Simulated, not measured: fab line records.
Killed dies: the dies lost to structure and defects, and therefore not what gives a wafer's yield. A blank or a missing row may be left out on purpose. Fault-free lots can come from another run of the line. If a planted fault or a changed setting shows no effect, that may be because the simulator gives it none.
A single fault, viewed from 3 desks ; flow n5-finfet ; what lay behind the numbers comes last; until then each desk has only its own

FROM THE METROLOGY DESK
Means of the sampled wafers that have a number, per lot and without regard to the tool the lot ran on: this is what the gauges read. A lot is out of limits, marked OUT, if its mean lies more than 4 standard deviations from the usual mean; the brackets give that distance.
Columns: A = cd-nm at N5_BEOL_M10_CD_MEAS_11, usual 64.2 nm; B = M10_OVL at N5_BEOL_M10_OVL_MEAS_12, usual -0.5 nm
lot;first seen here;A;B
L987;day 10 04:26;63.3;-0.4
L989;day 11 05:44;64.0;0.0
L992;day 11 17:34;63.4;-0.5
L991;day 11 17:41;63.5;-0.1
L994;day 12 14:32;64.4;-0.9
L108;day 16 16:47;64.6;0.1
L109;day 16 16:57;64.0;-0.1
Finding of this desk: none of the 7 lots has anything out of limits.

THE DEFECT DESK
What the inspections along the route counted, lot by lot: means of the sampled wafers that have a number. A lot is out of limits, marked OUT, if its mean lies more than 4 standard deviations from the usual mean; the brackets give that distance.
Columns: A = raw-defect-count at N5_BEOL_M10_INSPECT_13, usual 388
lot;first seen here;A
L987;day 10 04:29;295
L989;day 11 05:47;462
L992;day 11 17:37;412
L991;day 11 17:44;307
L994;day 12 14:35;412
L108;day 16 16:51;332
L109;day 16 17:01;250
Finding of this desk: none of the 7 lots has anything out of limits.

THE TOOL OWNER'S DESK: rie-diel-05
The tool's own readings at N5_BEOL_M10_ETCH_62 (etches SOC in N2/H2, target depth 110 nm, overetch 22 nm, time 165 s): means of the sampled wafers that have a number, for each lot that ran on this tool. A lot is out of limits, marked OUT, if its mean lies more than 4 standard deviations from the usual mean; the brackets give that distance.
Columns: A = drypump-motor-current-A at N5_BEOL_M10_ETCH_62, usual 5.8 A; B = oes-product-au at N5_BEOL_M10_ETCH_62, usual 0.65 a.u.; C = rf-vpp-V at N5_BEOL_M10_ETCH_62, usual 525.4 V; D = showerhead-plenum-p-Torr at N5_BEOL_M10_ETCH_62, usual 2.60 Torr; E = throttle-valve-pct at N5_BEOL_M10_ETCH_62, usual 17.77 %
lot;first seen here;A;B;C;D;E
L989;day 11 05:57;5.9;0.60;526.9;2.63;17.96
L992;day 11 17:44;5.9;0.60;526.0;2.62;17.80
L991;day 11 17:59;5.9;0.60;525.5;2.63;17.97
L994;day 12 14:52;5.8;0.60;525.1;2.63;17.93
Finding of this desk: none of the 4 lots has anything out of limits.

BROUGHT TOGETHER
From the metrology desk's view, nothing was out of limits.
Nothing out of limits was seen by the defect desk.
The tool owner's desk saw nothing out of limits.

WHAT THE SIMULATOR HAD PUT IN
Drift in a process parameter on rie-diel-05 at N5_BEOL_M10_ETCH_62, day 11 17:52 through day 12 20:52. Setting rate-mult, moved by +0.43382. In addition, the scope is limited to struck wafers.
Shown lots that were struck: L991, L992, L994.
